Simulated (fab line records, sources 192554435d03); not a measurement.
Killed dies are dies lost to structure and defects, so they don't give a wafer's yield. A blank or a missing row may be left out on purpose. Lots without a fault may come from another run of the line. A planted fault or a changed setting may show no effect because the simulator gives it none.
Split-lot experiment | flow n5_finfet | 7 lots, 39 wafers read, on a route of 1938 steps

THE SPLIT
At N5_MIM_BOT_SPUTTER_00 (material TiN, target thk 35 nm, time 89.7 s), the setting target_thk_a was moved away from the recipe's 350 angstrom on 12 of the 39 wafers read, by -58.5% to +57.7%. The other wafers ran this setting at the recipe's value.

The reading is taken at the split's own step.

THE READING
TiN_of_MIM_BOT_SPUTTER_00.thk_nm (the simulator's own value, which no gauge read), in nm, at N5_MIM_BOT_SPUTTER_00 (material TiN, target thk 35 nm, time 89.7 s). The file gives no usual value for it. The 27 wafers here that ran the recipe average 34.9 nm, standard deviation 0.49 nm.

wafer  | tool, chamber at the split | target_thk_a as run, angstrom | against the recipe | TiN_of_MIM_BOT_SPUTTER_00.thk_nm, nm | against lot-mates on the recipe
L074.1 | pvd_sputter-01, -          | 350                           | recipe             | 34.8                                 | -
L074.4 | pvd_sputter-01, -          | 350                           | recipe             | 34.8                                 | -
L074.2 | pvd_sputter-01, -          | 525.2                         | +50.1%             | 53.2                                 | +18.3
L074.3 | pvd_sputter-01, -          | 525.2                         | +50.1%             | 52.8                                 | +17.9
L074.5 | pvd_sputter-01, -          | 350                           | recipe             | 35.2                                 | -
L074.6 | pvd_sputter-01, -          | 525.2                         | +50.1%             | 52.4                                 | +17.5
L075.2 | pvd_sputter-01, -          | 350                           | recipe             | 34.4                                 | -
L075.3 | pvd_sputter-01, -          | 350                           | recipe             | 35.6                                 | -
L075.6 | pvd_sputter-01, -          | 350                           | recipe             | 35                                   | -
L077.1 | pvd_sputter-03, -          | 350                           | recipe             | 34.8                                 | -
L077.2 | pvd_sputter-03, -          | 350                           | recipe             | 34.2                                 | -
L077.3 | pvd_sputter-03, -          | 350                           | recipe             | 34.6                                 | -
L077.4 | pvd_sputter-03, -          | 350                           | recipe             | 35                                   | -
L077.5 | pvd_sputter-03, -          | 350                           | recipe             | 35.2                                 | -
L077.6 | pvd_sputter-03, -          | 350                           | recipe             | 34.4                                 | -
L080.1 | pvd_sputter-03, -          | 350                           | recipe             | 34.4                                 | -
L080.6 | pvd_sputter-03, -          | 350                           | recipe             | 34.4                                 | -
L080.2 | pvd_sputter-03, -          | 551.8                         | +57.7%             | 54.6                                 | +20.1
L080.3 | pvd_sputter-03, -          | 551.8                         | +57.7%             | 55.2                                 | +20.7
L080.4 | pvd_sputter-03, -          | 551.8                         | +57.7%             | 55                                   | +20.5
L080.5 | pvd_sputter-03, -          | 350                           | recipe             | 34.8                                 | -
L089.1 | pvd_sputter-01, -          | 350                           | recipe             | 35                                   | -
L089.2 | pvd_sputter-01, -          | 350                           | recipe             | 35.8                                 | -
L089.3 | pvd_sputter-01, -          | 350                           | recipe             | 34.8                                 | -
L089.4 | pvd_sputter-01, -          | 541.1                         | +54.6%             | 54.6                                 | +19.4
L089.5 | pvd_sputter-01, -          | 541.1                         | +54.6%             | 54                                   | +18.8
L089.6 | pvd_sputter-01, -          | 541.1                         | +54.6%             | 54.8                                 | +19.6
L092.1 | pvd_sputter-03, -          | 350                           | recipe             | 34.4                                 | -
L092.2 | pvd_sputter-03, -          | 350                           | recipe             | 35                                   | -
L092.6 | pvd_sputter-03, -          | 350                           | recipe             | 35                                   | -
L092.3 | pvd_sputter-03, -          | 350                           | recipe             | 34.2                                 | -
L092.4 | pvd_sputter-03, -          | 350                           | recipe             | 34.8                                 | -
L092.5 | pvd_sputter-03, -          | 350                           | recipe             | 34.8                                 | -
L096.1 | pvd_sputter-01, -          | 145.1                         | -58.5%             | 15                                   | -20.5
L096.2 | pvd_sputter-01, -          | 145.1                         | -58.5%             | 14.4                                 | -21.1
L096.3 | pvd_sputter-01, -          | 350                           | recipe             | 34.6                                 | -
L096.4 | pvd_sputter-01, -          | 350                           | recipe             | 35.8                                 | -
L096.5 | pvd_sputter-01, -          | 350                           | recipe             | 36.2                                 | -
L096.6 | pvd_sputter-01, -          | 145.1                         | -58.5%             | 14.2                                 | -21.3

THE FIT
A straight line over all 39 wafers: TiN_of_MIM_BOT_SPUTTER_00.thk_nm changes by +0.352 nm for each +1% of target_thk_a; r = +1.00; the points scatter about the line by 0.48 nm.
The same after taking each lot's own level away (the mean of its wafers on the recipe; 39 wafers): +0.356 nm for each +1%; r = +1.00; scatter 0.39 nm.
On that fit, the largest move of target_thk_a shifts the reading by 21 nm.
The lots' own levels span 34.53 to 35.53 nm, that is 2.0 times the standard deviation above.
So the lot-to-lot level changes the slope little: the two slopes agree.
Check: with one of the wafers moved furthest among these (-58.5%) left out of the fit, the line predicts -20.9 nm for it against its lot-mates. It came out at -20.5 nm against them.

OTHER SPLITS ON THESE WAFERS
These wafers also went through other splits before the reading. Each is held against what the fit with the lots' levels taken away leaves over:
other split on the same wafers     | wafers away from the commonest value | r with TiN_of_MIM_BOT_SPUTTER_00.thk_nm (lot level and that fit taken away)
N5_BEOL_M6_ILD_DEP_00 target_thk_a | 15                                   | +0.14
N5_BEOL_M11_ETCH_41 time_s         | 12                                   | -0.16
N5_BEOL_M14_ILD_DEP_00 time_s      | 12                                   | -0.02

THE FILE'S OWN FIT
TiN_of_MIM_BOT_SPUTTER_00.thk_nm changes by +0.356 nm for each +1% of target_thk_a, r = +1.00.
